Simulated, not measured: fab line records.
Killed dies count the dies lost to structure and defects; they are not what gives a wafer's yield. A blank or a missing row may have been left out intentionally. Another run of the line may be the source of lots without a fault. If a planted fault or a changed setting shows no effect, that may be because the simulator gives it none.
Which tool did it? | flow nandHarc | 13 lots with 39 wafers sampled at 5 steps, on a route of 1159 steps

## WHAT EACH GAUGE READ, for each wafer
NHARC_A_M0_INSPECT_27. Usual: 475 for rawDefectCount, sd 150.
lot  | measured     | on               | rawDefectCount | flag
L239 | day 17 18:19 | defectInspect-02 | 412 493 285    | 
L243 | day 18 17:43 | defectInspect-02 | 358 402 333    | 
L244 | day 18 22:44 | defectInspect-01 | 479 425 310    | 
L246 | day 19 09:25 | defectInspect-01 | 417 521 456    | 
L247 | day 19 19:56 | defectInspect-02 | 498 531 676    | 
L252 | day 20 01:07 | defectInspect-02 | 430 361 381    | 
L249 | day 20 05:29 | defectInspect-02 | 639 663 728    | 
L250 | day 20 17:12 | defectInspect-02 | 248 304 269    | 
L258 | day 22 07:01 | defectInspect-01 | 367 334 449    | 
L259 | day 22 17:40 | defectInspect-01 | 466 824 431    | 
L260 | day 23 07:53 | defectInspect-01 | 654 559 463    | 
L261 | day 23 08:11 | defectInspect-02 | 332 501 333    | 
L262 | day 23 11:47 | defectInspect-01 | 412 430 471    | 

NHARC_END_SORT_01. Usual: defectLimitedYield 95.6 %, standard deviation 1.6; killedAtArray 26, standard deviation 10; killedAtOther 0.5, standard deviation 0.87; killedAtPeriphery 3.0, standard deviation 2.5; killedDies 29, standard deviation 11; killedOpen 3.3, standard deviation 1.9; killedShort 1.8, standard deviation 1.5; sort_bin_2_pct 1.3 %, standard deviation 0.63; sort_bin_3_pct 0.25 %, standard deviation 0.22; sort_bin_4_pct 2.8 %, standard deviation 1.1; sortNPass 648, standard deviation 11; sortRimYieldPct 96.5 %, standard deviation 2.6; sortYieldPct 95.6 %, standard deviation 1.6.
lot  | measured     | on        | defectLimitedYield (%) | killedAtArray | killedAtOther | killedAtPeriphery | killedDies | killedOpen | killedShort | sort_bin_2_pct (%) | sort_bin_3_pct (%) | sort_bin_4_pct (%) | sortNPass   | sortRimYieldPct (%) | sortYieldPct (%) | flag
L246 | day 21 03:38 | prober-01 | 95.7 96.3 95.7         | 29 24 27      | 0 1 1         | 0 0 1             | 29 25 29   | 4 2 7      | 0 4 1       | 1.3 1.0 1.0        | 0.15 0.30 0.15     | 2.8 2.4 3.1        | 648 652 648 | 99.1 98.1 99.1      | 95.7 96.3 95.7   | 

## WHAT TOOL EACH LOT RAN ON (gives the tool, then ch and the chambers of the sampled wafers, and finally the start)
lot  | NHARC_A_M0_ANNEAL_30            | NHARC_A_M1_ANNEAL_31            | NHARC_A_M1_DEP_33
L239 | rtpAnneal-01 ch 0, day 17 17:26 | rtpAnneal-02 ch 0, day 17 21:57 | pecvd-03 ch 0,1,2, day 17 22:55
L243 | rtpAnneal-01 ch 0, day 18 16:56 | rtpAnneal-02 ch 0, day 18 20:59 | pecvd-03 ch 1,2, day 18 21:56
L244 | rtpAnneal-02 ch 0, day 18 21:58 | rtpAnneal-02 ch 0, day 19 02:44 | pecvd-04 ch 0,1, day 19 03:39
L246 | rtpAnneal-02 ch 0, day 19 08:42 | rtpAnneal-01 ch 0, day 19 13:09 | pecvd-01 ch 0,1, day 19 14:14
L247 | rtpAnneal-02 ch 0, day 19 19:07 | rtpAnneal-01 ch 0, day 19 23:09 | pecvd-04 ch 0,1,2, day 20 00:11
L252 | rtpAnneal-02 ch 0, day 20 00:23 | rtpAnneal-02 ch 0, day 20 04:36 | pecvd-03 ch 0,1,2, day 20 05:34
L249 | rtpAnneal-01 ch 0, day 20 04:49 | rtpAnneal-02 ch 0, day 20 09:04 | pecvd-03 ch 0,1,2, day 20 10:00
L250 | rtpAnneal-01 ch 0, day 20 16:26 | rtpAnneal-01 ch 0, day 20 20:29 | pecvd-04 ch 0,1,2, day 20 21:30
L258 | rtpAnneal-01 ch 0, day 22 06:12 | rtpAnneal-01 ch 0, day 22 10:22 | pecvd-01 ch 0,1, day 22 11:22
L259 | rtpAnneal-02 ch 0, day 22 16:54 | rtpAnneal-02 ch 0, day 22 21:02 | pecvd-01 ch 1,2, day 22 21:56
L260 | rtpAnneal-02 ch 0, day 23 07:10 | rtpAnneal-01 ch 0, day 23 12:34 | pecvd-01 ch 0,2, day 23 13:31
L261 | rtpAnneal-01 ch 0, day 23 07:22 | rtpAnneal-02 ch 0, day 23 12:10 | pecvd-03 ch 0,2, day 23 13:08
L262 | rtpAnneal-01 ch 0, day 23 10:58 | rtpAnneal-01 ch 0, day 23 15:00 | pecvd-01 ch 0,1,2, day 23 15:59
- NHARC_A_M0_ANNEAL_30: time 90 s.
- NHARC_A_M1_ANNEAL_31: time 90 s.
- NHARC_A_M1_DEP_33: deposits SiCN, target thk 30 nm.

## AS READ BY THE TOOLS THEMSELVES (means over the sampled wafers that have a number; for cases with no such wafer, the mark the record gives instead)
NHARC_A_M0_ANNEAL_30. Usual: 226.0 for wafer_temp_C_max, sd 0.34.
lot  | tool         | wafer_temp_C_max | flag
L239 | rtpAnneal-01 | 225.8            | 
L243 | rtpAnneal-01 | 225.7            | 
L244 | rtpAnneal-02 | 226.1            | 
L246 | rtpAnneal-02 | 226.2            | 
L247 | rtpAnneal-02 | 226.3            | 
L252 | rtpAnneal-02 | 226.0            | 
L249 | rtpAnneal-01 | 225.5            | 
L250 | rtpAnneal-01 | 225.8            | 
L258 | rtpAnneal-01 | 225.9            | 
L259 | rtpAnneal-02 | 226.2            | 
L260 | rtpAnneal-02 | 226.6            | 
L261 | rtpAnneal-01 | 226.0            | 
L262 | rtpAnneal-01 | 225.8            | 

NHARC_A_M1_ANNEAL_31. Usual: 226.0 for wafer_temp_C_max, sd 0.33.
lot  | tool         | wafer_temp_C_max | flag
L239 | rtpAnneal-02 | 225.9            | 
L243 | rtpAnneal-02 | 226.0            | 
L244 | rtpAnneal-02 | 226.2            | 
L246 | rtpAnneal-01 | 226.1            | 
L247 | rtpAnneal-01 | 225.6            | 
L252 | rtpAnneal-02 | 226.4            | 
L249 | rtpAnneal-02 | 226.4            | 
L250 | rtpAnneal-01 | 225.8            | 
L258 | rtpAnneal-01 | 225.9            | 
L259 | rtpAnneal-02 | 226.5            | 
L260 | rtpAnneal-01 | 225.9            | 
L261 | rtpAnneal-02 | 226.5            | 
L262 | rtpAnneal-01 | 225.6            | 

NHARC_A_M1_DEP_33. Usual: chamberPressureTorr 3.000 Torr, standard deviation 0.0068; heaterPowerOuterW 337 W, standard deviation 36; heaterPowerW 595 W, standard deviation 72.
lot  | tool     | chamberPressureTorr (Torr) | heaterPowerOuterW (W) | heaterPowerW (W) | flag
L239 | pecvd-03 | 3.003                      | 347                   | 595              | 
L243 | pecvd-03 | 3.001                      | 375                   | 637              | 
L244 | pecvd-04 | 2.994                      | 331                   | 543              | 
L246 | pecvd-01 | 3.009                      | 380                   | 673              | 
L247 | pecvd-04 | 3.005                      | 303                   | 546              | 
L252 | pecvd-03 | -                          | -                     | -                | OFF
L249 | pecvd-03 | -                          | -                     | -                | OFF
L250 | pecvd-04 | -                          | -                     | -                | OFF
L258 | pecvd-01 | 3.004                      | 387                   | 689              | 
L259 | pecvd-01 | 3.000                      | 345                   | 630              | 
L260 | pecvd-01 | 2.999                      | 348                   | 653              | 
L261 | pecvd-03 | 3.000                      | 319                   | 549              | 
L262 | pecvd-01 | 3.000                      | 353                   | 648              | 

## THE ANSWER, worked out from the rows above alone
Rule: lot off if the mean of its wafers having a number is beyond 3 standard deviations from the usual mean. A lot without any number at a reading at which 4 lots or more have one is off too. Where the step has rows for the other lots, those lots are counted as sound. The gauges are gone through in route order, then the tools' own readings, and for those a lot's mean is taken as printed above. The first step at which some lot is off is used, and at that step the reading that is off furthest; a lot without a number counts as furthest.
Off at NHARC_A_M1_DEP_33 (chamberPressureTorr): L252, L249, L250. Without a number there: L252, L249, L250.
A tool fits if, at that step or a process step before it, it ran every lot that is off, and no sound lot after the first of them. Not one of the candidates tried fits.

## WHAT THE SIMULATOR HAD INSERTED
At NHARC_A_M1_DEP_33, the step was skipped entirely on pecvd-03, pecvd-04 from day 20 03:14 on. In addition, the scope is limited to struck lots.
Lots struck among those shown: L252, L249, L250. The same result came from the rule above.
